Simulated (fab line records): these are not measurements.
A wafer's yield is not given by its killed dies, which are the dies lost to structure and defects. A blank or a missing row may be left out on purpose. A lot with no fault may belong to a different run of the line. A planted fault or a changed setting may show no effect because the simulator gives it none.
Matching of chambers | flow nand_harc | NHARC_A_WL_FILL_CMP_12 on cmp-01: 4 sister chambers
The step polishes, t overpolish 30 s, target thk 100 nm. 8 wafers are shown with their chamber, then 7 later ones without.

## WAFERS, EACH WITH ITS CHAMBER
wafer  | chamber | motor_current_A (A) | overpolish_run_s (s)
L075.5 | 1       | 11.9                | 30.007
L081.2 | 1       | 12.1                | 30.003
L081.3 | 2       | 12.6                | 29.998
L083.2 | 3       | 11.7                | 29.998
L083.4 | 0       | 11.2                | 29.999
L083.6 | 2       | 13.1                | 29.997
L088.1 | 0       | 11.0                | 30.005
L088.4 | 3       | 12.2                | 30.002

## WAFERS MISSING THEIR CHAMBER
wafer  | motor_current_A (A) | overpolish_run_s (s)
L088.5 | 11.7                | 29.991
L090.3 | 11.2                | 29.995
L090.4 | 12.6                | 30.016
L090.5 | 12.2                | 30.010
L095.2 | 10.8                | 30.018
L095.3 | 11.9                | 30.014
L095.5 | 11.9                | 29.996

## WHICH CHAMBER EACH ONE RAN IN
wafer  | from the rows above               | in truth
L088.5 | can't be placed: 3 or 0 or 2 or 1 | 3
L090.3 | can't be placed: 0 or 3           | 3
L090.4 | can't be placed: 1 or 3           | 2
L090.5 | can't be placed: 1 or 3           | 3
L095.2 | can't be placed: 0 or 1 or 3      | 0
L095.3 | can't be placed: 1 or 3 or 0      | 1
L095.5 | can't be placed: 3 or 1           | 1
Correct placement for 0 of the 7. Can't be placed from these rows: 7 (the true chamber is among the candidates in 6). 0 placed wrongly.
How it was worked out, from the rows above alone: a wafer's distance from a chamber is the root of the sum, over the readings, of the square of ((its reading less the chamber's mean) divided by the reading's scatter). The wafer belongs to the nearest chamber; if the next one is less than 2 further off, it can't be placed. A chamber's mean is the mean of its shown wafers. How the scatter is found: for the shown wafers, subtract from each reading the mean of its chamber, square and add these, divide the total by (wafers less chambers), then take the root.
